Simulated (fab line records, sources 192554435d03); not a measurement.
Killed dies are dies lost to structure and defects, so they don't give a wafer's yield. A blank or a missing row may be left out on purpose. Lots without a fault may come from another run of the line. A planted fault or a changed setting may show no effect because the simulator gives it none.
Chamber matching | flow n5_finfet | N5_DUMMY_GATE_CMP_04 on cmp-02: 4 sister chambers
The step polishes a-Si. 4 wafers are shown with their chamber, then 7 later ones without.

WAFERS WITH THEIR CHAMBER
wafer  | chamber | time_to_endpoint_s (s)
L526.5 | 1       | 6.8
L527.4 | 0       | 14.0
L528.1 | 2       | 14.1
L528.2 | 3       | 14.7

WAFERS WITHOUT THEIR CHAMBER
wafer  | time_to_endpoint_s (s)
L528.4 | 13.2
L540.2 | 15.2
L540.4 | 15.7
L540.6 | 13.9
L541.1 | 13.9
L541.2 | 16.3
L541.6 | 12.9

WHICH CHAMBER EACH WENT THROUGH
wafer  | from the rows above          | in truth
L528.4 | can't be placed: 0 or 2 or 3 | 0
L540.2 | can't be placed: 3 or 2 or 0 | 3
L540.4 | can't be placed: 3 or 2 or 0 | 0
L540.6 | can't be placed: 0 or 2 or 3 | 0
L541.1 | can't be placed: 0 or 2 or 3 | 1
L541.2 | can't be placed: 3 or 2 or 0 | 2
L541.6 | can't be placed: 0 or 2 or 3 | 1
Placed correctly: 0 of 7. Can't be placed from these rows: 7 (the true chamber is among the candidates in 5). Placed wrongly: 0.
How it was worked out, from the rows above alone: a wafer's distance from a chamber is the root of the sum, over the readings, of the square of ((its reading less the chamber's mean) divided by the reading's scatter). The wafer belongs to the nearest chamber; if the next one is less than 2 further off, it can't be placed. A chamber's mean is the mean of its shown wafers. The scatter: with one shown wafer a chamber, the root of the mean of the squares of how far each hidden wafer lies from its nearest shown one.
